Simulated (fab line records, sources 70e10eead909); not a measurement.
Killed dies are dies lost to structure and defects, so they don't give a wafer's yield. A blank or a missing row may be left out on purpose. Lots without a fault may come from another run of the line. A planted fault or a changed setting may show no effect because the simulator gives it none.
A struck lot beside a sound one | flow nand_harc | 39 steps out of a route of 1159
Sound: wafers L116.1, L116.4, L116.5. Struck: wafers L103.2, L103.3, L103.4. The cause comes at the end.
At each step with rows: each side's tool, then ch and its chambers, then its first start. Under that, the readings that differ: sound wafers | struck wafers | difference of the means | sigmas: that difference in standard deviations of wafers without a fault.
alike: readings whose means differ by less than 2 such deviations, and words and numbers that are the same on both sides. not compared: withheld readings, readings that some wafer has no value for, bounds like >300 that may hide the same value, and numbers for which the record gives no deviation and whose values overlap.
The two part at a step that has a row with sigmas, a row that says differs or no value, or rows on one side only. Numbers that don't overlap but have no deviation are shown without sigmas and don't part them. A reading that every wafer of one side lacks parts them only if that side has two wafers or more.

first, 1 step without rows for these wafers: NHARC_THIN_TSV_ETCH_44 (etches the open film in CF4/O2, target depth 1594.2 nm, time 797.1 s).
NHARC_THIN_TSV_ETCH_15: target depth 3000 nm, bosch target overetch cycles 2, bosch etch step 2.8 s.
  sound on rie_si-03 ch 0,1,2, day 23 07:13; struck on rie_si-03 ch 0,1,2, day 20 09:34
  alike: drypump_motor_current_A
  not compared: rf_hours_counter_h
NHARC_THIN_TSV_CD_MEAS_16:
  sound on cd_sem-02, day 23 07:20; struck on cd_sem-03, day 20 09:43
  reading    | sound             | struck               | difference | sigmas
  cd_nm (nm) | 997.5 998.1 996.9 | 1002.8 1000.7 1001.9 | +4.3       | +3
then, 7 steps without rows for these wafers: NHARC_THIN_TSV_STRIP_45 (strips in O2); NHARC_THIN_TSV_STRIP_46 (strips in post etch residue remover, time 1200 s); NHARC_THIN_TSV_DEP_47 (deposits SiO2, target thk 200 nm); NHARC_THIN_TSV_ETCHBACK_48 (etches the open film in C4F8/Ar, target depth 1028.5 nm, time 405.17 s); NHARC_THIN_TSV_STRIP_62 (strips in N2/H2, time 20 s); NHARC_THIN_TSV_DEGAS_49 (time 120 s); NHARC_THIN_TSV_PRE_CLEAN_50 (time 30 s).
NHARC_THIN_TSV_PVD_19: deposits TaN, target thk 20 nm.
  sound on pvd_sputter-03; struck on pvd_sputter-02
  alike: throttle_valve_pct
then, 1 step without rows for these wafers: NHARC_THIN_TSV_PVD_51 (deposits Cu, target thk 100 nm).
NHARC_THIN_TSV_ECD_20: material Cu, target thk 2000 nm.
  sound on ecd_cu-01 ch 0, day 23 09:55; struck on ecd_cu-02 ch 0,1, day 20 12:09
NHARC_THIN_TSV_ANNEAL_52: time 90 s.
  sound on rtp_anneal-02 ch 0, day 23 10:34; struck on rtp_anneal-02 ch 0, day 20 12:50
  alike: wafer_temp_C_max
then, 3 steps without rows for these wafers: NHARC_THIN_TSV_CMP_21 (polishes, t overpolish 30 s, target thk 2000 nm); NHARC_THIN_TSV_SRD_23; NHARC_THIN_TSV_DEGAS_53 (time 60 s).
NHARC_THIN_TSV_PRE_CLEAN_54: time 30 s.
  sound on pvd_sputter-02, day 23 11:27; struck on pvd_sputter-03, day 20 13:40
  alike: heater_power_w, susceptor_temp_C
then, 10 steps without rows for these wafers: NHARC_THIN_TSV_PVD_55 (deposits TiN, target thk 50 nm); NHARC_THIN_TSV_PVD_24 (deposits Al, target thk 800 nm); NHARC_THIN_TSV_DEHYDRATE_25 (time 120 s); NHARC_THIN_TSV_HMDS_26 (time 30 s); NHARC_THIN_TSV_COAT_27; NHARC_THIN_TSV_SOFTBAKE_28 (time 95 s); NHARC_THIN_TSV_EBR_29; NHARC_THIN_TSV_EXPOSE_30 (exposes mask PAD); NHARC_THIN_TSV_PEB_31 (peb time 85 s); NHARC_THIN_TSV_DEVELOP_32 (time 70 s).
NHARC_THIN_TSV_CD_MEAS_33: target cd 5000 nm.
  sound on cd_sem-03 ch 0, day 23 12:22; struck on cd_sem-01 ch 0, day 20 14:44
  reading    | sound                | struck               | difference | sigmas
  cd_nm (nm) | 4999.0 4998.1 5000.3 | 5002.5 5004.0 5001.3 | +3.5       | +3
then, 2 steps without rows for these wafers: NHARC_THIN_TSV_HARDBAKE_34 (time 80 s); NHARC_THIN_TSV_DESCUM_35 (chemistry O2, time 3 s).
NHARC_THIN_TSV_ETCH_59: etches the open film in Cl2/BCl3, target depth 880 nm, time 138.1 s.
  sound on rie_metal-01 ch 0, day 23 12:40; struck on rie_metal-01 ch 0,1, day 20 15:02
  reading               | sound             | struck            | difference | sigmas
  oes_product_au (a.u.) | 0.993 0.986 0.978 | 1.005 1.003 0.996 | +0.016     | +2
  alike: chamber_pressure_mTorr, drypump_motor_current_A, mfc_cl2_sccm, throttle_valve_pct
  not compared: rf_hours_counter_h
then, 3 steps without rows for these wafers: NHARC_THIN_TSV_ETCH_36 (etches the open film in Cl2/BCl3, target depth 65 nm, time 18.571 s); NHARC_THIN_TSV_STRIP_56 (strips in O2); NHARC_THIN_TSV_STRIP_57 (strips in post etch residue remover, time 1200 s).
NHARC_THIN_TSV_CD_MEAS_37:
  sound on cd_sem-03, day 23 13:59; struck on cd_sem-01, day 20 16:12
  reading    | sound                | struck               | difference | sigmas
  cd_nm (nm) | 4996.1 4996.1 4996.4 | 5005.2 5004.9 5003.9 | +8.5       | +4
then, 1 step without rows for these wafers: NHARC_THIN_TSV_ANNEAL_58 (time 1800 s).
NHARC_END_WLT_00:
  sound on prober-01, day 23 20:20; struck on prober-01, day 20 22:27
  alike: VT_DECK1_BOTTOM, VT_DECK1_BOTTOM_INNER, VT_DECK1_MEDIAN_NEAR_BOTTOM, VT_DECK1_MEDIAN_NEAR_BOTTOM_INNER, VT_DECK1_MIDDLE, VT_DECK1_MIDDLE_INNER, VT_DECK1_TOP, VT_DECK1_TOP_INNER
NHARC_END_SORT_01:
  sound on prober-01 ch 0, day 23 23:20; struck on prober-01 ch 0, day 21 01:47
  reading                  | sound          | struck         | difference | sigmas
  defect_limited_yield (%) | 95.9 96.6 96.6 | 41.2 43.0 42.1 | -54.3      | -36
  killed_at_other          | 6 2 2          | 379 369 363    | +367       | +99 or more
  killed_dies              | 28 23 23       | 398 386 392    | +367       | +37
  sort_bin_2_pct (%)       | 1.2 1.5 1.3    | 20.8 19.2 23.8 | +19.9      | +37
  sort_bin_3_pct (%)       | 0 0.15 0.15    | 4.14 4.43 3.99 | +4.09      | +20
  sort_bin_4_pct (%)       | 3.0 1.8 1.9    | 33.8 33.4 30.1 | +30.2      | +30
  sort_n_pass              | 649 654 654    | 279 291 285    | -367       | -37
  sort_rim_yield_pct (%)   | 97 98 96       | 45 47 37       | -54        | -15
  sort_yield_pct (%)       | 95.9 96.6 96.6 | 41.2 43.0 42.1 | -54.3      | -36
  alike: killed_at_array, killed_at_periphery, killed_open, killed_short

WHERE THEY PART
First at NHARC_THIN_TSV_CD_MEAS_16; last, within this record, at NHARC_END_SORT_01.

WHY: what the simulator had put in
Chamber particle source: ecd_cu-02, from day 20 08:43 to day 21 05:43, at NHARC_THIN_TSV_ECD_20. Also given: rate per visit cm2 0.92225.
